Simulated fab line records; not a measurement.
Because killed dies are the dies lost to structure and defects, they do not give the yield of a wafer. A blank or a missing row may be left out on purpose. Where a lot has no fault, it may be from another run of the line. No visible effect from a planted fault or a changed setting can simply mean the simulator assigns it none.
Chamber matching :: flow n5Finfet :: N5_BEOL_M14_ETCH_59 on rieDiel-03: 4 sister chambers
The step etches BARC in N2/H2, target depth 89 nm, overetch 26.7 nm, time 67.9 s. 16 wafers are shown with their chamber, then 8 later ones without.

WAFERS, EACH WITH ITS CHAMBER
wafer: L075.1
chamber: 0
drypumpMotorCurrentA (A): 5.4
showerheadPlenumPTorr (Torr): 2.50
throttleValvePct (%): 17.91

wafer: L075.2
chamber: 3
drypumpMotorCurrentA (A): 5.5
showerheadPlenumPTorr (Torr): 2.49
throttleValvePct (%): 17.90

wafer: L075.3
chamber: 2
drypumpMotorCurrentA (A): 5.9
showerheadPlenumPTorr (Torr): 2.61
throttleValvePct (%): 18.51

wafer: L082.1
chamber: 3
drypumpMotorCurrentA (A): 5.5
showerheadPlenumPTorr (Torr): 2.48
throttleValvePct (%): 17.92

wafer: L082.2
chamber: 1
drypumpMotorCurrentA (A): 6.6
showerheadPlenumPTorr (Torr): 2.47
throttleValvePct (%): 17.64

wafer: L082.6
chamber: 1
drypumpMotorCurrentA (A): 6.6
showerheadPlenumPTorr (Torr): 2.47
throttleValvePct (%): 17.65

wafer: L083.2
chamber: 0
drypumpMotorCurrentA (A): 5.3
showerheadPlenumPTorr (Torr): 2.49
throttleValvePct (%): 17.95

wafer: L083.4
chamber: 2
drypumpMotorCurrentA (A): 6.0
showerheadPlenumPTorr (Torr): 2.60
throttleValvePct (%): 18.14

wafer: L083.6
chamber: 3
drypumpMotorCurrentA (A): 5.5
showerheadPlenumPTorr (Torr): 2.48
throttleValvePct (%): 17.89

wafer: L085.1
chamber: 1
drypumpMotorCurrentA (A): 6.6
showerheadPlenumPTorr (Torr): 2.47
throttleValvePct (%): 17.65

wafer: L085.5
chamber: 1
drypumpMotorCurrentA (A): 6.6
showerheadPlenumPTorr (Torr): 2.47
throttleValvePct (%): 17.65

wafer: L085.6
chamber: 0
drypumpMotorCurrentA (A): 5.3
showerheadPlenumPTorr (Torr): 2.49
throttleValvePct (%): 17.96

wafer: L090.3
chamber: 3
drypumpMotorCurrentA (A): 5.5
showerheadPlenumPTorr (Torr): 2.47
throttleValvePct (%): 17.95

wafer: L090.5
chamber: 0
drypumpMotorCurrentA (A): 5.4
showerheadPlenumPTorr (Torr): 2.49
throttleValvePct (%): 17.98

wafer: L090.6
chamber: 3
drypumpMotorCurrentA (A): 5.5
showerheadPlenumPTorr (Torr): 2.47
throttleValvePct (%): 17.94

wafer: L092.2
chamber: 1
drypumpMotorCurrentA (A): 6.6
showerheadPlenumPTorr (Torr): 2.46
throttleValvePct (%): 17.66

SIGNATURES, as means of the wafers listed above
reading: drypumpMotorCurrentA
chamber 0: 5.350
chamber 1: 6.600
chamber 2: 5.950
chamber 3: 5.500
scatter within a chamber: 0.0354

reading: showerheadPlenumPTorr
chamber 0: 2.4925
chamber 1: 2.4680
chamber 2: 2.6050
chamber 3: 2.4780
scatter within a chamber: 0.00636

reading: throttleValvePct
chamber 0: 17.9500
chamber 1: 17.6500
chamber 2: 18.3250
chamber 3: 17.9200
scatter within a chamber: 0.0784
Rule: for each reading, subtract the chamber's mean from the wafer's reading, divide by that reading's scatter and square the result; add these up over the readings and take the root, which gives the wafer's distance from the chamber. The wafer belongs to the nearest chamber; if the next one is less than 2 further off, it can't be placed. How the scatter is found: for the shown wafers, subtract from each reading the mean of its chamber, square and add these, divide the total by (wafers less chambers), then take the root.

WAFERS WITH NO CHAMBER GIVEN
wafer: L092.4
drypumpMotorCurrentA (A): 5.4
showerheadPlenumPTorr (Torr): 2.49
throttleValvePct (%): 17.95

wafer: L092.6
drypumpMotorCurrentA (A): 5.4
showerheadPlenumPTorr (Torr): 2.49
throttleValvePct (%): 17.98

wafer: L094.1
drypumpMotorCurrentA (A): 6.5
showerheadPlenumPTorr (Torr): 2.45
throttleValvePct (%): 17.71

wafer: L094.2
drypumpMotorCurrentA (A): 6.0
showerheadPlenumPTorr (Torr): 2.59
throttleValvePct (%): 18.20

wafer: L094.6
drypumpMotorCurrentA (A): 5.5
showerheadPlenumPTorr (Torr): 2.47
throttleValvePct (%): 17.98

wafer: L097.1
drypumpMotorCurrentA (A): 5.5
showerheadPlenumPTorr (Torr): 2.47
throttleValvePct (%): 17.97

wafer: L097.2
drypumpMotorCurrentA (A): 6.6
showerheadPlenumPTorr (Torr): 2.45
throttleValvePct (%): 17.70

wafer: L097.3
drypumpMotorCurrentA (A): 6.0
showerheadPlenumPTorr (Torr): 2.59
throttleValvePct (%): 18.21

THE CHAMBER EACH PASSED THROUGH
wafer: L092.4
from the rows above: can't be placed: 0 or 3
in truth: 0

wafer: L092.6
from the rows above: can't be placed: 0 or 3
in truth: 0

wafer: L094.1
from the rows above: 1
in truth: 1

wafer: L094.2
from the rows above: 2
in truth: 2

wafer: L094.6
from the rows above: 3
in truth: 3

wafer: L097.1
from the rows above: 3
in truth: 3

wafer: L097.2
from the rows above: 1
in truth: 1

wafer: L097.3
from the rows above: 2
in truth: 2
Correctly placed: 6 of 8. Cannot be placed on the basis of these rows: 2; the candidates contain the true chamber in 2. Wrongly placed: 0.
